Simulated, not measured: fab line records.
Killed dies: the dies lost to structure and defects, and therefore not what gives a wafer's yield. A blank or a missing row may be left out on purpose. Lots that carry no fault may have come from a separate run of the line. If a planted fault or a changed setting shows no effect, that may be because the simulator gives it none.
Matching of chambers || flow nand-harc || NHARC_A_STAIRCASE_ETCH_253 on rie-diel-09 has 4 sister chambers
The step etches the open film in C4F8/O2, target depth 50 nm, time 20.2 s. 4 wafers are shown with their chamber, then 10 later ones without.

## WAFERS, EACH WITH ITS CHAMBER
{"wafer": "L086.3", "chamber": 3, "rf-vpp-V (V)": 889}
{"wafer": "L085.6", "chamber": 0, "rf-vpp-V (V)": 897}
{"wafer": "L092.1", "chamber": 2, "rf-vpp-V (V)": 888}
{"wafer": "L092.2", "chamber": 1, "rf-vpp-V (V)": 892}

## WAFERS WHOSE CHAMBER IS MISSING
{"wafer": "L092.4", "rf-vpp-V (V)": 899}
{"wafer": "L094.1", "rf-vpp-V (V)": 891}
{"wafer": "L094.3", "rf-vpp-V (V)": 897}
{"wafer": "L094.4", "rf-vpp-V (V)": 889}
{"wafer": "L093.1", "rf-vpp-V (V)": 887}
{"wafer": "L093.3", "rf-vpp-V (V)": 891}
{"wafer": "L093.4", "rf-vpp-V (V)": 888}
{"wafer": "L095.1", "rf-vpp-V (V)": 895}
{"wafer": "L095.2", "rf-vpp-V (V)": 889}
{"wafer": "L095.3", "rf-vpp-V (V)": 889}

## WHICH CHAMBER EACH ONE RAN IN
{"wafer": "L092.4", "from the rows above": 0, "in truth": 0}
{"wafer": "L094.1", "from the rows above": "can't be placed: 1 or 3 or 2", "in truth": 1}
{"wafer": "L094.3", "from the rows above": 0, "in truth": 0}
{"wafer": "L094.4", "from the rows above": "can't be placed: 3 or 2", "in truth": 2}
{"wafer": "L093.1", "from the rows above": "can't be placed: 2 or 3", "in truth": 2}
{"wafer": "L093.3", "from the rows above": "can't be placed: 1 or 3 or 2", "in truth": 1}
{"wafer": "L093.4", "from the rows above": "can't be placed: 2 or 3", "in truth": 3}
{"wafer": "L095.1", "from the rows above": "can't be placed: 0 or 1", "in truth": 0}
{"wafer": "L095.2", "from the rows above": "can't be placed: 3 or 2", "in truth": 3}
{"wafer": "L095.3", "from the rows above": "can't be placed: 3 or 2", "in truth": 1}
2 of 10 placed correctly. Unplaceable from these rows: 8, with the true chamber sitting among the candidates in 7. Wrongly placed: 0.
How it was worked out, from the rows above alone: a wafer's distance from a chamber is the root of the sum, over the readings, of the square of ((its reading less the chamber's mean) divided by the reading's scatter). If the next closest chamber is less than 2 further off than the closest, the wafer can't be placed; otherwise it belongs to the closest. The mean given for a chamber averages the wafers shown for that chamber. The scatter: with one shown wafer a chamber, the root of the mean of the squares of how far each hidden wafer lies from its nearest shown one.
